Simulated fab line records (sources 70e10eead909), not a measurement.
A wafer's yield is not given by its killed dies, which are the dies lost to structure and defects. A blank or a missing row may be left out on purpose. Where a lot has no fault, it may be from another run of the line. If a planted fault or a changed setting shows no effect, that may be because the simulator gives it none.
The same fault as seen by 2 desks || flow nandHarc || numbers are kept per desk, each desk with only its own; the story behind them comes last

## DESK OF THE TOOL OWNER: pecvdOnon-02
The tool's own readings at NHARC_A_ONON_D1_DEP_06 (target thk 1000 nm): means of the sampled wafers that have a number, for each lot that ran on this tool. Marked OUT: a lot whose mean sits more than 4 standard deviations from the usual mean, which makes it out of limits; the brackets give that distance.
Columns: A = susceptorTempC at NHARC_A_ONON_D1_DEP_06, usual 400.02 C
{"lot": "L225", "first seen here": "day 9 18:41", "A": 399.79}
{"lot": "L231", "first seen here": "day 12 02:13", "A": 400.05}
{"lot": "L232", "first seen here": "day 12 16:53", "A": 399.95}
{"lot": "L243", "first seen here": "day 17 14:37", "A": 400.07}
This desk's verdict: no lot among the 4 shows anything out of limits.

## THE METROLOGY DESK
Lot by lot, what the gauges showed, no matter which tool ran the lot: averages of those sampled wafers that carry a number. Marked OUT: a lot whose mean sits more than 4 standard deviations from the usual mean, which makes it out of limits; the brackets give that distance.
Columns: A = thkNm at NHARC_A_ONON_D1_THK_MEAS_05, usual 1001 nm; B = thkNm at NHARC_A_ONON_D1_THK_MEAS_08, usual 1000 nm
{"lot": "L221", "first seen here": "day 7 21:10", "A": 1014, "B": 999}
{"lot": "L220", "first seen here": "day 7 21:31", "A": 1018, "B": 997}
{"lot": "L222", "first seen here": "day 8 10:17", "A": 1001, "B": 995}
{"lot": "L224", "first seen here": "day 9 07:42", "A": 1003, "B": 1004}
{"lot": "L225", "first seen here": "day 9 18:37", "A": 1001, "B": 1004}
{"lot": "L231", "first seen here": "day 12 01:59", "A": 1001, "B": "1480 (+53) OUT"}
{"lot": "L232", "first seen here": "day 12 16:43", "A": 1001, "B": "1319 (+35) OUT"}
{"lot": "L236", "first seen here": "day 14 15:30", "A": 1016, "B": 1007}
{"lot": "L240", "first seen here": "day 16 03:58", "A": 1003, "B": 999}
{"lot": "L241", "first seen here": "day 16 08:43", "A": 999, "B": 1009}
{"lot": "L243", "first seen here": "day 17 14:26", "A": 1004, "B": 984}
{"lot": "L242", "first seen here": "day 17 14:31", "A": 1008, "B": 998}
This desk finds L231, L232 out of limits, L231 being first, at day 12 02:33 (thkNm at NHARC_A_ONON_D1_THK_MEAS_08). L221, L220, L222, L224, L225, L236, L240, L241, L243, L242 stayed within limits.

## TAKEN TOGETHER
The metrology desk could have raised an alarm at day 12 02:33, on L231, L232.
Nothing out of limits was seen by the tool owner's desk.
The tool owner's desk has L231, L232 on record, within its limits.
NHARC_A_ONON_D1_DEP_06 was run on pecvdOnon-02 by each of the lots named.

## WHAT WAS PUT IN BY THE SIMULATOR
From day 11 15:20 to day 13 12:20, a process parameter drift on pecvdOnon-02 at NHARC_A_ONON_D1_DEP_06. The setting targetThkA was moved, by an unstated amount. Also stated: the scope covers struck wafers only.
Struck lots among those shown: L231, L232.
Time in hours between the start of the fault and the first out-of-limits reading at each desk: metrology desk, 11.
